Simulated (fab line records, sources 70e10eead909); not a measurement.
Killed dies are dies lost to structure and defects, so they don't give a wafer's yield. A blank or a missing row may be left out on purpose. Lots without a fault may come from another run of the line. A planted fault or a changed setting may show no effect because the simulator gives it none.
Chamber matching | flow nand_harc | NHARC_P_M2_PRE_CLEAN_32 on pecvd-04: 3 sister chambers
The step time 12 s. 3 wafers are shown with their chamber, then 9 later ones without.

WAFERS WITH THEIR CHAMBER
wafer  | chamber | heater_power_outer_w (W)
L085.2 | 2       | 388
L087.5 | 0       | 303
L087.6 | 1       | 349

WAFERS WITHOUT THEIR CHAMBER
wafer  | heater_power_outer_w (W)
L086.1 | 354
L086.3 | 355
L086.5 | 375
L093.2 | 374
L093.4 | 338
L093.6 | 439
L096.2 | 353
L096.3 | 338
L096.5 | 336

WHICH CHAMBER EACH WENT THROUGH
wafer  | from the rows above          | in truth
L086.1 | can't be placed: 1 or 2      | 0
L086.3 | can't be placed: 1 or 2      | 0
L086.5 | can't be placed: 2 or 1      | 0
L093.2 | can't be placed: 2 or 1      | 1
L093.4 | can't be placed: 1 or 0 or 2 | 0
L093.6 | can't be placed: 2 or 1      | 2
L096.2 | can't be placed: 1 or 2      | 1
L096.3 | can't be placed: 1 or 0 or 2 | 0
L096.5 | can't be placed: 1 or 0 or 2 | 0
Placed correctly: 0 of 9. Can't be placed from these rows: 9 (the true chamber is among the candidates in 6). Placed wrongly: 0.
How it was worked out, from the rows above alone: a wafer's distance from a chamber is the root of the sum, over the readings, of the square of ((its reading less the chamber's mean) divided by the reading's scatter). The wafer belongs to the nearest chamber; if the next one is less than 2 further off, it can't be placed. A chamber's mean is the mean of its shown wafers. The scatter: with one shown wafer a chamber, the root of the mean of the squares of how far each hidden wafer lies from its nearest shown one.
